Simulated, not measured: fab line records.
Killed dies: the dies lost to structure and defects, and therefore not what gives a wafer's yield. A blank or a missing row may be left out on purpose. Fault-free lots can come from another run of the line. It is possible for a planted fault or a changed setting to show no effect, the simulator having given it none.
Struck lot and sound lot, side by side    flow nand-harc    29 steps out of a route of 1302
Sound: wafers L613.1, L613.2, L613.4. Wafers L622.2, L622.5, L622.6 were the ones struck. At the end, the cause is stated.
For every step that has rows: the tool of each side, followed by ch and its chambers, followed by its first start. Under that, the readings that differ: sound wafers    struck wafers    difference of the means    sigmas: that difference in standard deviations of wafers without a fault.
alike: words and numbers the same on both sides, and readings whose means are apart by under 2 such deviations; not compared: readings that were withheld, readings missing a value for some wafer, numbers with overlapping values and no deviation given by the record, and bounds like >300 which may hide the same value.
Wherever a step has rows on one side only, a row that says differs or no value, or a row with sigmas, the two part there. When numbers do not overlap yet have no deviation, they are printed without sigmas and do not part them. Lack of a reading on every wafer of one side parts them only where that side has two or more wafers.

first, 1 step without rows for these wafers: NHARC_A_CHANNEL_HOLE_D2_DEVELOP_09 (develop time 35 s).
NHARC_A_CHANNEL_HOLE_D2_CD_MEAS_10: target cd 100 nm.
  sound on cd-sem-01 ch 0, day 15 17:00; struck on cd-sem-01 ch 0, day 19 02:02
  alike: cd-nm
NHARC_A_CHANNEL_HOLE_D2_OVL_MEAS_11:
  sound on overlay-02, day 15 17:05; struck on overlay-01, day 19 02:08
  alike: overlay-x-nm, overlay-y-nm
NHARC_A_CHANNEL_HOLE_D2_INSPECT_12:
  sound on defect-inspect-02, day 15 17:07; struck on defect-inspect-02, day 19 02:10
reading           sound  struck    difference  sigmas
raw-defect-count  7 7 5  51 59 59  +50         +2
NHARC_A_CHANNEL_HOLE_D2_DESCUM_15: chemistry O2, time 3 s.
  sound on rie-diel-05 ch 0,1,3, day 15 17:11; struck on rie-diel-05 ch 0,2,3, day 19 02:14
  alike: drypump-motor-current-A, o2-flow-sccm, oes-product-au, rf-vpp-V, showerhead-plenum-p-Torr, throttle-valve-pct
  not compared: rf-hours-counter-h
then, 1 step without rows for these wafers: NHARC_A_CHANNEL_HOLE_D2_ETCH_38 (etches the open film in CF4, target depth 39 nm, time 65 s).
NHARC_A_CHANNEL_HOLE_D2_ETCH_39: etches the open film in N2/H2, target depth 260 nm, time 325 s.
  sound: rie-diel-05 ch 0,1,2; struck: rie-diel-05 ch 0,2,3
  alike: drypump-motor-current-A, oes-product-au, rf-fwd-power-W, rf-vpp-V, showerhead-plenum-p-Torr, throttle-valve-pct
  not compared: rf-hours-counter-h
then, 2 steps without rows for these wafers: NHARC_A_CHANNEL_HOLE_D2_ETCH_34 (etches the open film in CF4/CHF3, target depth 154 nm, time 77 s); NHARC_A_CHANNEL_HOLE_D2_ETCH_16 (etches the open film in O2/COS, target depth 3100 nm, time 806 s).
NHARC_A_CHANNEL_HOLE_D2_CD_MEAS_18:
  sound on cd-sem-03, day 15 18:17; struck on cd-sem-01, day 19 03:32
  alike: cd-nm
then, 1 step without rows for these wafers: NHARC_A_CHANNEL_HOLE_D2_ETCH_19 (etches the open film in C4F8/O2/Ar, time 34.5 s).
NHARC_A_CHANNEL_HOLE_D2_ETCH_20: etches the open film in C4F8/O2/Ar, time 361.9 s, target depth 1600 nm.
  sound on har-etch-02 ch 0,1, day 15 20:49; struck on har-etch-02 ch 0,1, day 19 05:44
reading                          sound           struck          difference  sigmas
showerhead-plenum-p-Torr (Torr)  3.72 3.57 3.57  3.92 3.92 3.70  +0.23       +2
  alike: drypump-motor-current-A, o2-flow-sccm, throttle-valve-pct
  not compared: rf-hours-counter-h
NHARC_A_CHANNEL_HOLE_D2_ETCH_21: etches the open film in C4F8/O2/Ar, time 514.3 s, target depth 1600 nm.
  sound on har-etch-02 ch 0,1, day 15 21:08; struck on har-etch-02 ch 0,1, day 19 06:05
reading                          sound           struck          difference  sigmas
showerhead-plenum-p-Torr (Torr)  3.72 3.57 3.57  3.92 3.92 3.70  +0.23       +2
  alike: drypump-motor-current-A, o2-flow-sccm, throttle-valve-pct
  not compared: rf-hours-counter-h
then, 2 steps without rows for these wafers: NHARC_A_CHANNEL_HOLE_D2_ETCH_22 (etches the open film in C4F8/O2/Ar, time 666.7 s, target depth 1600 nm); NHARC_A_CHANNEL_HOLE_D2_ETCH_23 (etches the open film in C4F8/O2/Ar, time 819 s, target depth 1600 nm).
NHARC_A_CHANNEL_HOLE_D2_ETCH_24: etches the open film in C4F8/O2/Ar, time 906.2 s, target depth 1500 nm.
  sound on har-etch-02 ch 0,1, day 15 22:50; struck on har-etch-02 ch 0,1, day 19 07:50
reading                          sound           struck          difference  sigmas
showerhead-plenum-p-Torr (Torr)  3.72 3.57 3.57  3.91 3.91 3.70  +0.22       +2
  alike: drypump-motor-current-A, o2-flow-sccm, throttle-valve-pct
  not compared: rf-hours-counter-h
then, 7 steps without rows for these wafers: NHARC_A_CHANNEL_HOLE_D2_ETCH_25 (etches the open film in C4F8/O2/Ar, time 1040.2 s, target depth 1500 nm); NHARC_A_CHANNEL_HOLE_D2_ETCH_26 (etches the open film in C4F8/O2/Ar, time 224.1 s, target depth 300 nm); NHARC_A_CHANNEL_HOLE_D2_ETCH_27 (etches the open film in C4F8/O2/Ar, time 90 s, target depth 400 nm); NHARC_A_CHANNEL_HOLE_D2_STRIP_41 (strips in N2/H2); NHARC_A_CHANNEL_HOLE_D2_STRIP_42 (strips in CF4/CHF3); NHARC_A_CHANNEL_HOLE_D2_STRIP_43 (strips in O2/COS); NHARC_A_CHANNEL_HOLE_D2_ETCH_44 (etches the open film in CF4/O2, target depth 140 nm, overetch 14 nm, time 77 s).
NHARC_A_CHANNEL_HOLE_D2_STRIP_28: strips in O2.
  sound: rie-diel-12 ch 0,2,3; struck: rie-diel-05 ch 2,3
  alike: drypump-motor-current-A, o2-flow-sccm, oes-product-au, rf-vpp-V, showerhead-plenum-p-Torr, throttle-valve-pct
  not compared: rf-hours-counter-h
then, 2 steps without rows for these wafers: NHARC_A_CHANNEL_HOLE_D2_PRECLEAN_29 (cleans in SC1); NHARC_A_CHANNEL_HOLE_D2_SRD_30.
NHARC_A_CHANNEL_HOLE_D2_CD_MEAS_31:
  sound on cd-sem-01, day 16 02:14; struck on cd-sem-03, day 19 11:06
  alike: cd-nm
NHARC_A_CHANNEL_HOLE_D2_XSEM_32:
  sound on xsem-02 ch 0, day 16 02:20; struck on xsem-01 ch 0
reading      sound        struck  difference                     sigmas
bow-nm (nm)  8.8 8.8 8.7  - - -   no value on the struck wafers  
  alike: bot-cd-nm, tilt-deg
NHARC_END_SORT_01:
  the record has rows for the sound wafers here (prober-01 ch 0, day 26 21:10) and none for the struck ones

== WHERE THEY PART ==
Earliest at NHARC_A_CHANNEL_HOLE_D2_INSPECT_12; latest, in this record, at NHARC_END_SORT_01.

WHY: whatever the simulator had introduced
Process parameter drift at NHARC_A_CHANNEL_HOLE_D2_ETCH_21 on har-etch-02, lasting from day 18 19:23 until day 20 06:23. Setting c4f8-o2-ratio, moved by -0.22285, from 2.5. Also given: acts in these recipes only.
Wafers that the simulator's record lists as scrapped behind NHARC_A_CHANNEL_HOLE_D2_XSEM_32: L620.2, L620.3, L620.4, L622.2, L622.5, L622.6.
